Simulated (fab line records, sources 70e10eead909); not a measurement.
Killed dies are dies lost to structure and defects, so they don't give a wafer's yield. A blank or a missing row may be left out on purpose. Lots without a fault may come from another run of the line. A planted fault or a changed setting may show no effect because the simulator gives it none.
Which tool did it? | flow nand_harc | 10 lots, 30 wafers sampled, at 6 steps of a route of 1159

WHAT THE GAUGES READ, wafer by wafer
NHARC_A_M0_INSPECT_27.
lot  | measured     | on                | raw_defect_count
L078 | day 18 02:46 | defect_inspect-02 | 326 566 354
L076 | day 18 06:14 | defect_inspect-02 | 407 356 319
L081 | day 19 04:10 | defect_inspect-02 | 488 518 500
L082 | day 20 07:28 | defect_inspect-02 | 325 301 223
L083 | day 20 10:26 | defect_inspect-02 | 450 430 309
L086 | day 21 21:50 | defect_inspect-02 | 376 342 391
L093 | day 22 06:04 | defect_inspect-01 | 310 351 351
L092 | day 22 23:20 | defect_inspect-02 | 522 352 659
L094 | day 23 02:40 | defect_inspect-02 | 344 580 407
L096 | day 23 08:20 | defect_inspect-01 | 620 455 379

WHICH TOOL RAN EACH LOT (tool, then ch and the chambers of the sampled wafers, then the start)
lot  | NHARC_A_CONTACT_ETCH_75            | NHARC_A_CONTACT_ETCH_78                       | NHARC_A_BLC_STRIP_29               | NHARC_A_M0_DESCUM_14               | NHARC_A_M0_CMP_23
L078 | rie_diel-04 ch 0,1,2, day 17 01:31 | rie_diel-04 ch 0,1,2, day 17 21:12 or earlier | rie_diel-09 ch 0,3, day 17 21:12   | rie_diel-10 ch 0,3, day 18 00:13   | cmp-01 ch 1,2,3, day 18 02:21
L076 | rie_diel-11 ch 0,1,3, day 17 11:35 | rie_diel-11 ch 0,1,3, day 18 00:37 or earlier | rie_diel-09 ch 0,2, day 18 00:37   | rie_diel-10 ch 0,1, day 18 03:42   | cmp-01 ch 0,2, day 18 05:47
L081 | rie_diel-11 ch 0,1,3, day 18 08:53 | rie_diel-11 ch 2,3, day 18 22:38 or earlier   | rie_diel-02 ch 0,3, day 18 22:38   | rie_diel-10 ch 0,1, day 19 01:41   | cmp-01 ch 0,1,3, day 19 03:43
L082 | rie_diel-03 ch 0,2,3, day 19 01:28 | rie_diel-03 ch 0,3, day 19 18:56 or earlier   | rie_diel-05 ch 0,1,3, day 19 18:56 | rie_diel-08 ch 0,1,3, day 20 04:40 | cmp-01 ch 0,1,2, day 20 07:00
L083 | rie_diel-03 ch 0,2, day 19 04:26   | rie_diel-03 ch 0,1, day 20 04:22 or earlier   | rie_diel-02 ch 0,1, day 20 04:22   | rie_diel-13 ch 1,2,3, day 20 07:55 | cmp-02 ch 0,2, day 20 10:00
L086 | rie_diel-03 ch 0,1,3, day 20 09:07 | rie_diel-03 ch 0,1,3, day 21 09:34 or earlier | rie_diel-09 ch 0,1,3, day 21 09:34 | rie_diel-13 ch 0,2,3, day 21 19:21 | cmp-01 ch 0,2,3, day 21 21:22
L093 | rie_diel-03 ch 0,2,3, day 21 05:36 | rie_diel-03 ch 0,2,3, day 22 00:31 or earlier | rie_diel-09 ch 0,1,3, day 22 00:31 | rie_diel-08 ch 1,2,3, day 22 03:33 | cmp-01 ch 0,1,2, day 22 05:35
L092 | rie_diel-04 ch 0,1, day 21 21:58   | rie_diel-04 ch 0,2, day 22 14:01 or earlier   | rie_diel-02 ch 0,1,2, day 22 14:01 | rie_diel-10 ch 0,2,3, day 22 20:52 | cmp-02 ch 0,1,3, day 22 22:55
L094 | rie_diel-03 ch 1,3, day 22 02:58   | rie_diel-03 ch 1,2,3, day 22 17:15 or earlier | rie_diel-09 ch 0,3, day 22 17:15   | rie_diel-08 ch 1,3, day 23 00:10   | cmp-03 ch 0,2,3, day 23 02:15
L096 | rie_diel-04 ch 1,2, day 22 09:16   | rie_diel-04 ch 1,2,3, day 23 01:55 or earlier | rie_diel-02 ch 0,2, day 23 01:55   | rie_diel-13 ch 0,1,3, day 23 05:08 | cmp-03 ch 0,2, day 23 07:54
- NHARC_A_CONTACT_ETCH_75: etches the open film in CF4, target depth 39 nm, time 65 s.
- NHARC_A_CONTACT_ETCH_78: etches the open film in O2/COS, target depth 2800 nm, time 728 s.
- NHARC_A_BLC_STRIP_29: strips in CF4.
- NHARC_A_M0_DESCUM_14: chemistry O2, time 3 s.
- NHARC_A_M0_CMP_23: polishes, t overpolish 20 s, target thk 113.75 nm.

THE ANSWER, worked out from the rows above alone
Rule: what is usual is taken from the lots themselves. Put in order of their means at a reading, lots are off if they are a third of the lots or fewer, leave a main group of 4 or more, and stand apart from it by a gap of 3 or more times the standard deviation of the main group's means; of several such gaps the widest counts. A main group whose means are all the same, to the digits that the tables above print for the reading, isn't used. A lot without any number at a reading at which 4 lots or more have one is off too. The other lots that the step has rows for count as sound.
No lot is off at any reading shown: from this, nothing can be told.

WHAT THE SIMULATOR HAD PUT IN
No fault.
